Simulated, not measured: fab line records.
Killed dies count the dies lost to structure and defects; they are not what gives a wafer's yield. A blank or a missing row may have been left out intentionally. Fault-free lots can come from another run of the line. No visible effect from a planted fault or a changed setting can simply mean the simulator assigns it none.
Which tool is to blame?	flow n5 finfet	Sampling: 10 lots, 29 wafers, 6 of 1938 route steps

== WHAT THE GAUGES READ, wafer by wafer ==
N5_BEOL_M4_RC_MEAS_101. Usual: DIBL_N 35.9 mV/V, standard deviation 1.7; DIBL_P 35.8 mV/V, standard deviation 2.2; IOFF_N 0.15 nA/um, standard deviation 0.03; IOFF_P 0.21 nA/um, standard deviation 0.036; ION_N 674 uA/um, standard deviation 12; ION_P 463 uA/um, standard deviation 7.2; SS_N 71.3 mV/dec, standard deviation 0.59; SS_P 73.1 mV/dec, standard deviation 0.69; VT_N 250 mV, standard deviation 3; VT_P -251 mV, standard deviation 3.2.
lot	measured	on	DIBL_N (mV/V)	DIBL_P (mV/V)	IOFF_N (nA/um)	IOFF_P (nA/um)	ION_N (uA/um)	ION_P (uA/um)	SS_N (mV/dec)	SS_P (mV/dec)	VT_N (mV)	VT_P (mV)	flag
L981	day 7 16:35	prober-02	35.6 35.3 33.9	36.5 36.0 34.0	0.14 0.14 0.12	0.22 0.20 0.17	673 678 674	468 464 462	72.2 71.1 71.0	74.0 73.4 73.0	250 250 253	-248 -252 -252	
L983	day 8 09:34	prober-01	34.2 33.6 34.9	33.4 33.0 34.2	0.13 0.12 0.14	0.20 0.19 0.20	674 658 668	468 462 462	71.0 71.3 71.7	72.0 72.1 73.0	249 254 252	-251 -250 -249	
L986	day 8 18:22	prober-02	34.0 36.1 35.6	33.5 35.7 35.3	0.12 0.16 0.13	0.19 0.22 0.20	662 679 662	460 470 464	70.9 70.9 70.7	72.6 72.7 72.9	253 248 252	-251 -248 -249	
L987	day 9 18:02	prober-02	36.5 37.8 38.6	36.2 37.1 38.2	0.16 0.18 0.20	0.21 0.23 0.25	676 693 684	465 464 471	71.3 71.6 72.5	72.6 72.4 73.0	249 246 246	-251 -248 -247	
L990	day 10 21:28	prober-02	35.7 35.1	36.3 34.5	0.16 0.14	0.18 0.16	688 663	465 446	71.5 70.4	73.7 73.5	248 249	-252 -256	
L999	day 12 15:37	prober-02	36.7 35.7 37.8	33.2 32.5 34.5	0.15 0.14 0.17	0.19 0.18 0.21	676 680 683	463 466 467	71.3 71.3 71.7	72.7 72.5 73.6	250 250 248	-251 -253 -251	
L100	day 13 04:11	prober-01	33.5 32.6 36.3	33.8 31.7 35.8	0.13 0.11 0.17	0.19 0.17 0.22	670 645 681	464 447 468	70.4 70.0 71.0	72.4 72.1 73.4	250 252 251	-248 -251 -248	
L102	day 13 19:22	prober-02	34.1 35.5 36.3	32.4 35.3 35.0	0.12 0.15 0.16	0.18 0.21 0.19	653 675 675	456 463 461	71.3 71.6 71.5	72.6 72.9 73.0	251 251 249	-252 -254 -253	
L103	day 13 22:01	prober-02	35.8 37.6 34.1	36.1 38.6 33.2	0.15 0.19 0.12	0.21 0.25 0.16	673 686 665	461 467 455	71.4 72.0 70.5	73.9 74.6 72.6	248 246 255	-251 -249 -251	
L104	day 14 03:22	prober-02	33.7 36.1 34.0	34.0 36.2 34.3	0.11 0.14 0.11	0.16 0.18 0.15	667 675 658	464 457 457	70.3 71.2 70.8	72.1 73.5 72.1	256 254 255	-255 -251 -255	

N5_BEOL_M10_OCD_MEAS_38. Usual: trench depth nm reads 149.6 nm (standard deviation 2.4).
lot	measured	on	trench depth nm (nm)	flag
L981	day 9 23:52	ocd-02	149.3 149.5 147.3	
L983	day 10 12:31	ocd-02	151.4 148.6 149.7	
L986	day 10 16:31	ocd-02	148.1 152.9 150.4	
L987	day 11 18:49	ocd-02	148.3 147.9 147.3	
L990	day 13 06:43	ocd-02	151.1 152.9	
L999	day 14 21:47	ocd-02	155.4 151.0 150.2	
L100	day 15 05:34	ocd-02	152.5 153.5 152.7	
L102	day 15 23:37	ocd-02	150.8 151.5 151.4	
L103	day 16 02:02	ocd-02	152.0 147.9 152.5	
L104	day 16 12:20	ocd-01	148.5 146.3 148.7	

N5_BEOL_M10_RS_MEAS_57: measurement is done with a four-point probe. Usual: M10_RS gives 0.150 ohm/sq (standard deviation 0.0031).
lot	measured	on	M10_RS (ohm/sq)	flag
L981	day 10 03:14	film metro-01	0.151 0.151 0.153	
L983	day 10 15:22	film metro-01	0.149 0.153 0.152	
L986	day 10 20:13	film metro-02	0.152 0.146 0.149	
L987	day 11 21:05	film metro-02	0.151 0.152 0.153	
L990	day 13 09:47	film metro-02	0.147 0.145	
L999	day 15 00:27	film metro-01	0.145 0.147 0.150	
L100	day 15 08:35	film metro-01	0.147 0.147 0.148	
L102	day 16 02:23	film metro-02	0.147 0.146 0.147	
L103	day 16 04:20	film metro-02	0.148 0.153 0.147	
L104	day 16 16:47	film metro-01	0.150 0.153 0.151	

N5_BEOL_M11_THK_MEAS_01. Usual: M11_ILD_THK gives 266 nm (standard deviation 3.9).
lot	measured	on	M11_ILD_THK (nm)	flag
L981	day 10 04:22	film metro-02	266 268 270	
L983	day 10 16:02	film metro-02	266 267 265	
L986	day 10 20:53	film metro-01	268 266 269	
L987	day 11 21:44	film metro-02	260 261 263	
L990	day 13 10:26	film metro-02	267 373	OFF
L999	day 15 01:06	film metro-02	266 267 270	
L100	day 15 09:17	film metro-01	264 269 271	
L102	day 16 03:16	film metro-01	268 264 268	
L103	day 16 05:02	film metro-01	267 262 267	
L104	day 16 17:46	film metro-02	266 271 274	

== EACH LOT AND THE TOOL THAT RAN IT (in order: tool; ch and the chambers of the sampled wafers; start) ==
lot	N5_BEOL_M10_SPUTTER_48	N5_BEOL_M11_ILD_DEP_00
L981	pvd sputter-01, day 10 02:14	pecvd-02 ch 0,1,2, day 10 03:17
L983	pvd sputter-01, day 10 13:50	pecvd-01 ch 0,1, day 10 15:27
L986	pvd sputter-02, day 10 18:17	pecvd-02 ch 0,1,2, day 10 20:19
L987	pvd sputter-01, day 11 20:08	pecvd-02 ch 0,1,2, day 11 21:08
L990	pvd sputter-02, day 13 08:43	pecvd-02 ch 1,2, day 13 09:51
L999	pvd sputter-03, day 14 23:29	pecvd-03 ch 0,2, day 15 00:31
L100	pvd sputter-02, day 15 07:32	pecvd-03 ch 0,2, day 15 08:39
L102	pvd sputter-02, day 16 01:16	pecvd-01 ch 1,2, day 16 02:27
L103	pvd sputter-01, day 16 03:22	pecvd-01 ch 0,2, day 16 04:23
L104	pvd sputter-01, day 16 15:24	pecvd-03 ch 0,1,2, day 16 16:51
- N5_BEOL_M10_SPUTTER_48: material Cu, target thk 12 nm, time 2 s.
- N5_BEOL_M11_ILD_DEP_00: deposits SiCOH lowk from DEMS/porogen, target thk 308.51 nm, time 58 s.

== AS READ BY THE TOOLS THEMSELVES (means over the sampled wafers that have a number; for cases with no such wafer, the mark the record gives instead) ==
N5_BEOL_M10_SPUTTER_48. Usual: susceptor temp C -19.98 C, standard deviation 0.1; throttle valve pct 29.7 %, standard deviation 1.1.
lot	tool	susceptor temp C (C)	throttle valve pct (%)	flag
L981	pvd sputter-01	-19.92	29.0	
L983	pvd sputter-01	-20.05	30.1	
L986	pvd sputter-02	-19.94	30.5	
L987	pvd sputter-01	-19.92	29.5	
L990	pvd sputter-02	-20.06	30.9	
L999	pvd sputter-03	-19.96	29.8	
L100	pvd sputter-02	-19.89	30.4	
L102	pvd sputter-02	-19.95	30.8	
L103	pvd sputter-01	-19.99	29.4	
L104	pvd sputter-01	-20.04	30.2	

N5_BEOL_M11_ILD_DEP_00. Usual: heater power w 280 W, standard deviation 35; run length s 100.9 s, standard deviation 0.6; showerhead plenum p Torr 5.738 Torr, standard deviation 0.014; susceptor temp C 299.99 C, standard deviation 0.2; throttle valve pct 13.7 %, standard deviation 0.63.
lot	tool	heater power w (W)	run length s (s)	showerhead plenum p Torr (Torr)	susceptor temp C (C)	throttle valve pct (%)	flag
L981	pecvd-02	283	100.4	5.741	300.16	13.2	
L983	pecvd-01	293	100.8	5.721	300.07	14.4	
L986	pecvd-02	270	100.7	5.745	300.09	13.3	
L987	pecvd-02	287	100.8	5.733	300.03	13.5	
L990	pecvd-02	298	112.2	5.736	300.12	13.2	OFF
L999	pecvd-03	345	100.7	5.741	299.87	13.9	
L100	pecvd-03	343	101.3	5.743	299.67	13.4	
L102	pecvd-01	235	101.3	5.723	299.93	14.0	
L103	pecvd-01	248	101.1	5.731	300.04	14.3	
L104	pecvd-03	327	101.0	5.750	299.89	13.3	

== THE ANSWER, worked out from the rows above alone ==
Rule: a lot is off if the mean of its wafers that have a number lies more than 3 standard deviations from the usual mean. A lot without any number at a reading at which 4 lots or more have one is off too. Any other lot the step has rows for is counted as sound. After the gauges, taken in route order, come the tools' own readings; for these a lot's mean is taken, as printed above. The first step at which some lot is off is used, and at that step the reading that is off furthest; a lot without a number counts as furthest.
Off: L990, at N5_BEOL_M11_THK_MEAS_01 (M11_ILD_THK).
If a tool, at a process step before that reading, ran all the lots that are off and no sound lot after the first of them, it fits. The gauges at N5_BEOL_M11_THK_MEAS_01 aren't tried: what is off there is off at N5_BEOL_M11_ILD_DEP_00 too, on other tools, and a gauge's error can't cause that. One fits: pecvd-02 at N5_BEOL_M11_ILD_DEP_00. A fault onset in the window from L987 (day 11 21:08, its last sound lot) to L990 (day 13 09:51, its first lot off) fits.
The tool's own readings at N5_BEOL_M11_ILD_DEP_00 bear it out: on the lots that are off they differ by more than 5 times the standard deviation of the sound lots' means. run length s reads 112.2 s there against 100.9 s on the sound lots.

== WHAT THE SIMULATOR HAD PUT IN ==
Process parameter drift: pecvd-02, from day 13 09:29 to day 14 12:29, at N5_BEOL_M11_ILD_DEP_00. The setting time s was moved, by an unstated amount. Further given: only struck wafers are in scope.
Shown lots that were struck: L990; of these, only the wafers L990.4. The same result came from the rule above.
